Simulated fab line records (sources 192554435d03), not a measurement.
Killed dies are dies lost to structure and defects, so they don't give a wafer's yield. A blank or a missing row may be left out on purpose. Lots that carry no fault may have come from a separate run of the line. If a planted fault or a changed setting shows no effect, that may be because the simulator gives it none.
A lot that was struck, set against a sound lot | flow n5 finfet | 19 out of 1938 route steps
Sound: wafers L587.2, L587.5, L587.6. Struck: wafers L597.2, L597.5. The cause is named last.
Order at every step that has rows: each side's tool, ch and its chambers, its first start. Under that, the readings that differ: sound wafers | struck wafers | difference of the means | sigmas: that difference in standard deviations of wafers without a fault.
alike: words and numbers the same on both sides, and readings whose means are apart by under 2 such deviations; not compared: readings that were withheld, readings missing a value for some wafer, numbers with overlapping values and no deviation given by the record, and bounds like >300 which may hide the same value.
The two part at a step that has a row with sigmas, a row that says differs or no value, or rows on one side only. Numbers that have no deviation but don't overlap get no sigmas and don't part them. A reading missing from all wafers of one side parts the sides only when that side holds two or more wafers.

N5_BEOL_M1_INSPECT_30: inspects for defects (brightfield).
  struck on defect inspect-01, day 10 02:39; sound on defect inspect-01, day 7 13:01
  reading          | sound       | struck  | difference | sigmas
  raw defect count | 764 401 579 | 295 364 | -252       | -3
N5_BEOL_M1_DESCUM_33: chemistry O2, time 7 s.
  sound on rie diel-06 ch 2,3, day 7 13:03; struck on rie diel-06 ch 0,1, day 10 02:44
  reading                         | sound          | struck    | difference | sigmas
  showerhead plenum p Torr (Torr) | 2.00 2.09 2.00 | 2.16 2.14 | +0.12      | +2
  alike: bias power w, drypump motor current A, o2 flow sccm, oes product au, rf vpp V, temp c, throttle valve pct
  not compared: rf hours counter h
then, 1 step without rows for these wafers: N5_BEOL_M1_ETCH_77 (etches underlayer in N2/H2, target depth 6.5 nm, time 5.2 s).
N5_BEOL_M1_ETCH_69: etches SiARC in CF4, target depth 15.6 nm, time 26 s.
  sound on rie diel-06 ch 2,3, day 7 13:06; struck on rie diel-06 ch 0,1, day 10 02:47
  alike: drypump motor current A, etch rf on time s, oes product au, rf vpp V, showerhead plenum p Torr, throttle valve pct
  not compared: rf hours counter h
N5_BEOL_M1_ALD_98: deposits SiO2, target thk 2.5 nm, pulse time 1 s, co reactant pulse time 1 s.
  sound on ald sin-03 ch 0,1,2, day 7 14:04; struck on ald sin-03 ch 0,1, day 10 03:41
  alike: heater power outer w, heater power w, precursor pulse height rel
N5_BEOL_M1_ETCHBACK_99: etches SiO2 in CHF3, target depth 5 nm, time 10.4 s.
  sound on rie diel-06 ch 1,2,3, day 8 05:12; struck on rie diel-06 ch 0,2, day 10 05:01
  alike: drypump motor current A, oes product au, rf vpp V, showerhead plenum p Torr, throttle valve pct
  not compared: rf hours counter h
then, 6 steps without rows for these wafers: N5_BEOL_M1_ETCH_70 (etches SOC in N2/H2, target depth 80 nm, overetch 16 nm, time 120 s); N5_BEOL_M1_STRIP_71 (strips in N2/H2); N5_BEOL_M1_STRIP_78 (strips in N2/H2); N5_BEOL_M1_VIA_ETCH_34 (etches the open film in C4F6/O2, target depth 67.8 nm, time 64.4 s); N5_BEOL_M1_STRIP_83 (strips in C4F6/O2); N5_BEOL_M1_STRIP_36 (strips in N2/H2).
N5_BEOL_M1_TRENCH_ETCH_37: etches SiOC in C4F6/O2, target depth 55.207 nm, time 29 s.
  sound on rie diel-06 ch 1,2,3, day 8 05:26; struck on rie diel-06 ch 0,2, day 10 05:14
  reading                             | sound             | struck      | difference | sigmas
  run length s (s)                    | 52.7 52.9 52.0    | 49.5 48.4   | -3.6       | -7
  model.etch.depth nm (nm)            | 53.31 53.48 55.23 | 49.84 48.42 | -4.88      |
  model.BEOL_M1.feature depth nm (nm) | 53.4 53.4 55.2    | 49.8 48.4   | -4.9       |
  alike: drypump motor current A, oes product au, rf vpp V, showerhead plenum p Torr, throttle valve pct
  not compared: rf hours counter h
then, 1 step without rows for these wafers: N5_BEOL_M1_ETCH_41 (etches SiCN in CH3F/O2, target depth 31.9 nm, time 57.8 s).
N5_BEOL_M1_STRIP_97: strips in N2/H2, time 10 s.
  sound: rie diel-06 ch 1,2,3; struck: rie diel-06 ch 0,2
  alike: bias power w, drypump motor current A, oes product au, rf vpp V, showerhead plenum p Torr, temp c, throttle valve pct
  not compared: rf hours counter h
N5_BEOL_M1_OCD_MEAS_38:
  struck on ocd-01, day 10 05:24; sound on ocd-02, day 8 05:36
  reading              | sound          | struck    | difference | sigmas
  trench depth nm (nm) | 53.0 53.5 55.1 | 50.0 48.1 | -4.8       | -4
then, 1 step without rows for these wafers: N5_BEOL_M1_HM_STRIP_39 (strips TiN in peroxide tin strip, target depth 25 nm, time 158 s).
-- here the record skips 3 days between the struck wafers' starts before and after, leaving off in module BEOL_M1 and picking up in module BEOL_M4 (first step shown: number 1111 of the route) --
N5_BEOL_M4_RC_MEAS_101:
  sound on prober-01 ch 0, day 11 00:26; struck on prober-01 ch 0, day 13 04:43
  alike: DIBL_N, DIBL_P, IOFF_N, IOFF_P, ION_N, ION_P, SS_N, SS_P, VT_N, VT_P
N5_PASSIVATION_PROBE_49:
  sound wafers here have rows in the record (prober-01, day 15 13:11); struck ones have none

== WHERE THEY PART ==
First at N5_BEOL_M1_INSPECT_30; last, within this record, at N5_PASSIVATION_PROBE_49.

WHY: what had been put in by the simulator
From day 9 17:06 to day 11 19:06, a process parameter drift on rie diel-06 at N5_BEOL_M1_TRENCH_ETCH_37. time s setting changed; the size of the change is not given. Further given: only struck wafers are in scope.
